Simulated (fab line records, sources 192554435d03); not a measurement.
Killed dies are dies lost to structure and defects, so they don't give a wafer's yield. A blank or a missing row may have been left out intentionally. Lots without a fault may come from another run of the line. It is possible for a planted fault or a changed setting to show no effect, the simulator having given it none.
Chamber matching | flow n5Finfet | 4 sister chambers for N5_BEOL_M7_CMP_52 on cmp-01
The step polishes, stops on SiCOH lowk, t overpolish 6.9 s, target thk 80 nm. 14 wafers are shown with their chamber, then 6 later ones without.

WAFERS, EACH WITH ITS CHAMBER
wafer  | chamber | motorCurrentA (A) | clearingPlatenRpm (rpm) | platenRpm (rpm)
L130.2 | 1       | 6.8               | 49.986                  | 50.033
L130.4 | 0       | 5.5               | 49.988                  | 49.987
L130.5 | 3       | 5.6               | 50.005                  | 50.002
L137.3 | 0       | 6.2               | 50.000                  | 50.020
L137.5 | 1       | 7.1               | 49.974                  | 50.042
L137.6 | 0       | 5.8               | 49.996                  | 49.982
L143.3 | 3       | 5.6               | 49.921                  | 50.021
L143.4 | 2       | 6.1               | 50.011                  | 49.956
L143.6 | 0       | 6.0               | 49.984                  | 50.058
L144.3 | 3       | 5.4               | 49.992                  | 50.044
L144.4 | 2       | 5.3               | 49.997                  | 50.039
L144.6 | 3       | 5.5               | 49.994                  | 50.026
L148.5 | 1       | 6.7               | 49.998                  | 49.973
L148.6 | 0       | 5.5               | 50.027                  | 50.011

SIGNATURES (averages over the wafers above)
reading           | chamber 0 | chamber 1 | chamber 2 | chamber 3 | scatter within a chamber
motorCurrentA     | 5.800     | 6.867     | 5.700     | 5.525     | 0.285
clearingPlatenRpm | 49.99900  | 49.98600  | 50.00400  | 49.97800  | 0.0244
platenRpm         | 50.01160  | 50.01600  | 49.99750  | 50.02325  | 0.033
Rule: a wafer's distance from a chamber is the root of the sum, over the readings, of the square of ((its reading less the chamber's mean) divided by the reading's scatter). The wafer belongs to the nearest chamber; if the next one is less than 2 further off, it can't be placed. How the scatter is found: for the shown wafers, subtract from each reading the mean of its chamber, square and add these, divide the total by (wafers less chambers), then take the root.

WAFERS WITHOUT THEIR CHAMBER
wafer  | motorCurrentA (A) | clearingPlatenRpm (rpm) | platenRpm (rpm)
L147.2 | 6.9               | 50.021                  | 49.980
L147.4 | 5.5               | 49.928                  | 50.023
L147.6 | 5.6               | 49.997                  | 50.056
L149.1 | 6.6               | 50.060                  | 50.046
L149.2 | 5.9               | 49.996                  | 49.989
L149.3 | 5.6               | 50.003                  | 49.967

CHAMBER TAKEN BY EACH
wafer  | from the rows above               | in truth
L147.2 | 1                                 | 1
L147.4 | can't be placed: 3 or 0 or 2      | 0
L147.6 | can't be placed: 3 or 0 or 2      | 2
L149.1 | can't be placed: 1 or 0 or 2 or 3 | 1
L149.2 | can't be placed: 0 or 2 or 3      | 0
L149.3 | can't be placed: 2 or 0 or 3      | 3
Correct placement for 1 of the 6. Cannot be placed on the basis of these rows: 5; the candidates contain the true chamber in 5. Placed wrongly: 0.
